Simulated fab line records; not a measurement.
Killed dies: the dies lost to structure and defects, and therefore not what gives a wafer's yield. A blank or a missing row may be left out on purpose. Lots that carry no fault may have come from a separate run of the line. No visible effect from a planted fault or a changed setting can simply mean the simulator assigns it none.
Matching of chambers | flow n5Finfet | N5_BEOL_M4_PECVD_72 on pecvd-03 has 3 sister chambers
The step deposits SiO2 from TEOS/O2, target thk 16 nm, time 18 s. 3 wafers are shown with their chamber, then 12 later ones without.

== WAFERS PAIRED WITH THEIR CHAMBERS ==
wafer  | chamber | throttleValvePct (%)
L085.4 | 0       | 22.2
L086.3 | 1       | 23.7
L086.5 | 2       | 19.9

== WAFERS WITHOUT THEIR CHAMBER ==
wafer  | throttleValvePct (%)
L092.2 | 19.8
L092.4 | 24.0
L092.5 | 19.9
L095.1 | 20.0
L095.4 | 19.8
L095.6 | 22.4
L096.2 | 19.8
L096.4 | 19.7
L096.5 | 22.3
L091.3 | 24.1
L091.4 | 23.6
L091.5 | 22.4

== WHICH CHAMBER EACH ONE RAN IN ==
wafer  | from the rows above | in truth
L092.2 | 2                   | 2
L092.4 | 1                   | 1
L092.5 | 2                   | 2
L095.1 | 2                   | 2
L095.4 | 2                   | 2
L095.6 | 0                   | 0
L096.2 | 2                   | 2
L096.4 | 2                   | 2
L096.5 | 0                   | 0
L091.3 | 1                   | 1
L091.4 | 1                   | 1
L091.5 | 0                   | 0
Correct placement for 12 of the 12. Can't be placed from these rows: 0. Number placed wrongly: 0.
How it was worked out, from the rows above alone: a wafer's distance from a chamber is the root of the sum, over the readings, of the square of ((its reading less the chamber's mean) divided by the reading's scatter). If the next closest chamber is less than 2 further off than the closest, the wafer can't be placed; otherwise it belongs to the closest. For every chamber, the mean is computed from those of its wafers that are shown. The scatter: with one shown wafer a chamber, the root of the mean of the squares of how far each hidden wafer lies from its nearest shown one.
